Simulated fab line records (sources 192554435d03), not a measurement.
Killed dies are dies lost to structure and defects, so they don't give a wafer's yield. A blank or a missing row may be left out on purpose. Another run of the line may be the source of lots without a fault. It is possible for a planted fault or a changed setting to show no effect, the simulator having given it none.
Comparing a struck lot with a sound one	flow n5_finfet	16 out of 1938 route steps
Sound: these wafers, L112.2, L112.3, L112.5. Struck: wafer L110.3 (left out: L110.2, L110.6 of the same lot, which were not struck); the cause appears at the end.
Per side, at each step with rows, come the tool, then ch with its chambers, and then its first start. Under that, the readings that differ: sound wafers	struck wafers	difference of the means	sigmas: that difference in standard deviations of wafers without a fault.
alike: same words and numbers on both sides, and readings whose means sit less than 2 such deviations apart. not compared: any withheld reading, any reading some wafer has no value for, any bound like >300 that may hide the same value, and any number with overlapping values for which the record gives no deviation.
The two part at a step that has a row with sigmas, a row that says differs or no value, or rows on one side only. Numbers that have no deviation but don't overlap get no sigmas and don't part them. A reading that every wafer of one side lacks parts them only if that side has two wafers or more.

N5_HKMG_FIN_STRIP_60: strips in N2/H2, time 360 s.
  sound on plasma_asher-02 ch 0,1, day 8 05:40; struck on plasma_asher-02 ch 1, day 8 03:26
  alike: drypump_motor_current_A, h2_flow_sccm, heater_power_w
  not compared: rf_hours_counter_h
then, 2 steps without rows for these wafers: N5_HKMG_FIN_WET_ETCH_77 (etches La2O3 in dHCl, stops on HfO2, target depth 2 nm); N5_HKMG_FIN_WET_ETCH_78 (etches Al2O3 in dNH4OH, stops on La2O3, target depth 4.5 nm, rinse time 30 s).
N5_HKMG_FIN_ALD_79: deposits TiN, target thk 1.5 nm, pulse time 1 s, purge time 3 s.
  sound on ald_metal-03 ch 0,2, day 8 06:08; struck on ald_metal-03 ch 2, day 8 03:55
  alike: chamber_pressure_Torr, heater_power_w, precursor_pulse_height_rel
  not compared: ald_cycles
N5_HKMG_FIN_CVD_62: deposits a-Si from Si2H6, target thk 3 nm, time 20.8 s.
  sound on thermal_cvd_si-02 ch 0,2, day 8 06:30; struck on thermal_cvd_si-02 ch 1, day 8 04:17
  alike: chamber_pressure_Torr, heater_power_w
then, 5 steps without rows for these wafers: N5_HKMG_FIN_RTA_80 (time 2 s); N5_HKMG_FIN_PRECLEAN_64 (cleans in dHF, time 30 s); N5_HKMG_FIN_WET_ETCH_65 (etches a-Si in TMAH, stops on TiN, time 49 s, target depth 3 nm); N5_HKMG_FIN_WET_ETCH_81 (etches TiN in SC1, stops on HfO2, time 57 s, target depth 6 nm); N5_HKMG_FIN_WET_ETCH_82 (etches La2O3 in dHCl, stops on HfO2, target depth 2 nm, rinse time 30 s).
N5_HKMG_FIN_ALD_36: deposits TiN, target thk 1 nm, pulse time 1 s, purge time 3 s.
  sound on ald_metal-04 ch 1,3, day 8 06:55; struck on ald_metal-02 ch 0, day 8 04:40
reading	sound	struck	difference	sigmas
heater_power_w (W)	790 758 777	959	+184	+2
  alike: chamber_pressure_Torr, precursor_pulse_height_rel
  not compared: ald_cycles
N5_HKMG_FIN_THK_MEAS_70: measures by xrf.
  sound: film_metro-02 at day 8 07:11; struck: film_metro-02 at day 8 04:58
reading	sound	struck	difference	sigmas
HK_THK (nm)	1.576 1.543 1.582	1.610	+0.043	+2
N5_HKMG_FIN_PWFM_ALD_03: deposits TiN, target thk 2 nm, pulse time 1 s, purge time 3 s.
  sound on ald_metal-02 ch 0,2, day 8 07:14; struck on ald_metal-04 ch 3, day 8 04:59
reading	sound	struck	difference	sigmas
ald_cycles	91 91 91	88	-3	
  alike: chamber_pressure_Torr, heater_power_w, precursor_pulse_height_rel
then, 1 step without rows for these wafers: N5_HKMG_FIN_COAT_29 (time 60 s, resist thk 300 nm).
-- a jump in the record: the struck wafers' starts before and after are 4 days apart (it breaks off in module HKMG_FIN and resumes in module BEOL_M4, where the first step shown is number 1111 of the route) --
N5_BEOL_M4_RC_MEAS_101:
  sound on prober-01 ch 0, day 12 01:53; struck on prober-02 ch 0, day 11 21:46
reading	sound	struck	difference	sigmas
DIBL_N (mV/V)	37.2 39.7 37.9	33.6	-4.7	-3
DIBL_P (mV/V)	38.0 39.8 39.0	32.6	-6.3	-3
IOFF_N (nA/um)	0.184 0.224 0.195	0.123	-0.078	-3
IOFF_P (nA/um)	0.21 0.25 0.22	0.15	-0.08	-2
SS_N (mV/dec)	70.9 72.4 72.5	70.5	-1.4	-3
SS_P (mV/dec)	73.5 74.5 74.1	72.7	-1.3	-2
VT_P (mV)	-249 -249 -250	-257	-8	-2
  alike: ION_N, ION_P, VT_N
-- the record jumps here: 4 days lie between the struck wafers' starts before and after (it left off in module BEOL_M4 and takes up again in module PASSIVATION, whose first step shown is number 1936 of the route) --
N5_PASSIVATION_PROBE_49:
  the record has rows for the struck wafers here (prober-02, day 16 00:37) and none for the sound ones

## WHERE THEY PART
First at N5_HKMG_FIN_ALD_36; last, within this record, at N5_PASSIVATION_PROBE_49.

WHY: the cause the simulator had injected
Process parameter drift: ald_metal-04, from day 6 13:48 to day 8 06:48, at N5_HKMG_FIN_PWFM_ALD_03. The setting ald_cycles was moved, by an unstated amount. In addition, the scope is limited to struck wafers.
